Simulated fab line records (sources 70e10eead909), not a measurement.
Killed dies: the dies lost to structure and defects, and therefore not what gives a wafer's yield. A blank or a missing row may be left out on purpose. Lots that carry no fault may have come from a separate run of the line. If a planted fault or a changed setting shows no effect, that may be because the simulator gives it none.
A struck lot beside a sound one | flow nand_harc | 15 steps out of a route of 1302
Sound: the wafers L644.3, L644.5, L644.6. The struck wafers were L652.1, L652.4, L652.5. The cause comes at the end.
At each step with rows: each side's tool, then ch and its chambers, then its first start. Under that, the readings that differ: sound wafers | struck wafers | difference of the means | sigmas: that difference in standard deviations of wafers without a fault.
alike: same words and numbers on both sides, and readings whose means sit less than 2 such deviations apart. not compared: any withheld reading, any reading some wafer has no value for, any bound like >300 that may hide the same value, and any number with overlapping values for which the record gives no deviation.
The two part at a step that has a row with sigmas, a row that says differs or no value, or rows on one side only. Numbers that have no deviation but don't overlap get no sigmas and don't part them. A reading that every wafer of one side lacks parts them only if that side has two wafers or more.

first, 4 steps without rows for these wafers: NHARC_P_BONDPAD_EBR_05; NHARC_P_BONDPAD_EXPOSE_06 (exposes mask P BPAD); NHARC_P_BONDPAD_PEB_07 (peb time 80 s); NHARC_P_BONDPAD_DEVELOP_08 (time 50 s).
NHARC_P_BONDPAD_CD_MEAS_09: the cd target is 500 nm.
  sound on cd_sem-02 ch 0, day 9 01:07; struck on cd_sem-01 ch 0, day 12 18:20
  alike: cd_nm
NHARC_P_BONDPAD_OVL_MEAS_38:
  struck on overlay-02, day 12 18:26; sound on overlay-02, day 9 01:13
  reading           | sound | struck   | difference | sigmas
  overlay_y_nm (nm) | 4 4 4 | -9 -9 -9 | -13        | -3
  alike: overlay_x_nm
then, 1 step without rows for these wafers: NHARC_P_BONDPAD_HARDBAKE_10 (time 65 s).
NHARC_P_BONDPAD_DESCUM_11: chemistry O2, time 3 s.
  sound on rie_diel-10 ch 1,2, day 9 01:21; struck on rie_diel-12 ch 1,2, day 12 18:34
  alike: drypump_motor_current_A, mfc_ar_sccm, oes_product_au, rf_vpp_V, showerhead_plenum_p_Torr, throttle_valve_pct
  not compared: rf_hours_counter_h
NHARC_P_BONDPAD_ETCH_37: etches the open film in N2/H2, target depth 60 nm, overetch 18 nm, time 65.91 s.
  sound on rie_diel-10 ch 0,1,2, day 9 01:26; struck on rie_diel-12 ch 0,1, day 12 18:38
  alike: drypump_motor_current_A, mfc_ar_sccm, oes_product_au, rf_vpp_V, run_length_s, showerhead_plenum_p_Torr, throttle_valve_pct
  not compared: rf_hours_counter_h
NHARC_P_BONDPAD_ETCH_12: etches the open film in CHF3/O2, target depth 200 nm, time 100 s.
  sound: rie_diel-10 ch 0,1,2; struck: rie_diel-12 ch 0,1,3
  reading               | sound             | struck            | difference | sigmas
  oes_product_au (a.u.) | 0.918 0.924 0.920 | 0.975 0.958 0.983 | +0.051     | +3
  alike: drypump_motor_current_A, mfc_ar_sccm, rf_vpp_V, run_length_s, showerhead_plenum_p_Torr, throttle_valve_pct
  not compared: rf_hours_counter_h
NHARC_P_BONDPAD_CD_MEAS_13:
  struck on cd_sem-03, day 12 18:52; sound on cd_sem-02, day 9 01:42
  alike: cd_nm
NHARC_P_BONDPAD_STRIP_15: strips in O2.
  sound on rie_diel-02 ch 0,3, day 9 01:47; struck on rie_diel-10 ch 0,1, day 12 18:56
  alike: drypump_motor_current_A, mfc_ar_sccm, oes_product_au, rf_vpp_V, showerhead_plenum_p_Torr, throttle_valve_pct
  not compared: rf_hours_counter_h
NHARC_P_BONDPAD_ETCH_24: etches the open film in CF4/N2, target depth 30 nm, time 72.99 s.
  sound on rie_diel-02 ch 0,3, day 9 01:55; struck on rie_diel-10 ch 0,2, day 12 19:06
  reading          | sound          | struck            | difference | sigmas
  run_length_s (s) | 94.1 94.1 94.0 | 101.8 102.7 102.6 | +8.3       | +22
  alike: drypump_motor_current_A, mfc_ar_sccm, oes_product_au, rf_vpp_V, showerhead_plenum_p_Torr, throttle_valve_pct
  not compared: rf_hours_counter_h
then, 1 step without rows for these wafers: NHARC_P_BONDPAD_STRIP_16 (strips in post etch residue remover, time 600 s).
-- jump in the record: it breaks off in module P_BONDPAD and resumes in module END (first step shown: number 1302 of the route), and 17 days separate the struck wafers' starts before and after --
NHARC_END_SORT_01:
  sound on prober-02 ch 0, day 26 21:01; struck on prober-02 ch 0, day 30 06:21
  alike: defect_limited_yield, killed_at_array, killed_at_other, killed_at_periphery, killed_dies, killed_open, killed_short, sort_bin_2_pct, sort_bin_3_pct, sort_bin_4_pct, sort_n_pass, sort_rim_yield_pct, sort_yield_pct

## WHERE THEY PART
At NHARC_P_BONDPAD_OVL_MEAS_38 first; at NHARC_P_BONDPAD_ETCH_24 last (within this record only). Later steps at which nothing parts them and some readings are alike: NHARC_END_SORT_01.

WHY: what had been put in by the simulator
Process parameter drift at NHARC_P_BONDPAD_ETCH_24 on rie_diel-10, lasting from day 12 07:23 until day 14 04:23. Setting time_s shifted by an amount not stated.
